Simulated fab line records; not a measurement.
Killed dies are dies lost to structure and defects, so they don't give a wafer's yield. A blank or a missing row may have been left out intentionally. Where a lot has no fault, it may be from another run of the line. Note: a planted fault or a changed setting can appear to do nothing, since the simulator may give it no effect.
Chamber matching ; flow nand harc ; NHARC_P_BONDPAD_STRIP_15 on rie diel-02: 4 sister chambers
The step strips in O2. 8 wafers are shown with their chamber, then 9 later ones without.

## WAFERS WITH THEIR CHAMBER
wafer;chamber;drypump motor current A (A);oes product au (a.u.)
L137.4;2;5.7;0.993
L149.1;1;4.9;0.993
L149.6;2;5.7;1.009
L148.5;1;5.0;0.987
L150.1;0;5.2;0.999
L152.2;3;5.9;1.005
L152.4;0;5.2;0.996
L152.6;3;5.9;0.994

## WAFERS MISSING THEIR CHAMBER
wafer;drypump motor current A (A);oes product au (a.u.)
L153.1;5.1;1.002
L153.2;4.9;0.992
L153.5;5.1;1.003
L154.1;5.2;1.001
L154.4;4.9;1.017
L154.5;5.2;1.005
L155.2;5.9;1.006
L155.4;5.2;1.003
L155.5;5.9;1.015

## WHICH CHAMBER EACH WENT THROUGH
wafer;from the rows above;in truth
L153.1;can't be placed: 0 or 1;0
L153.2;1;1
L153.5;can't be placed: 0 or 1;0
L154.1;0;0
L154.4;1;1
L154.5;0;0
L155.2;3;3
L155.4;0;0
L155.5;3;3
Placed correctly: 7 of 9. From these rows, 2 cannot be placed; in 2 the true chamber is one of the candidates. Number placed wrongly: 0.
How it was worked out, from the rows above alone: a wafer's distance from a chamber is the root of the sum, over the readings, of the square of ((its reading less the chamber's mean) divided by the reading's scatter). The wafer belongs to the nearest chamber; if the next one is less than 2 further off, it can't be placed. Each chamber's mean is taken over the wafers shown for it. The scatter is the square root of a quotient: the sum, over the shown wafers, of each reading's squared deviation from its chamber's mean, divided by wafers minus chambers.
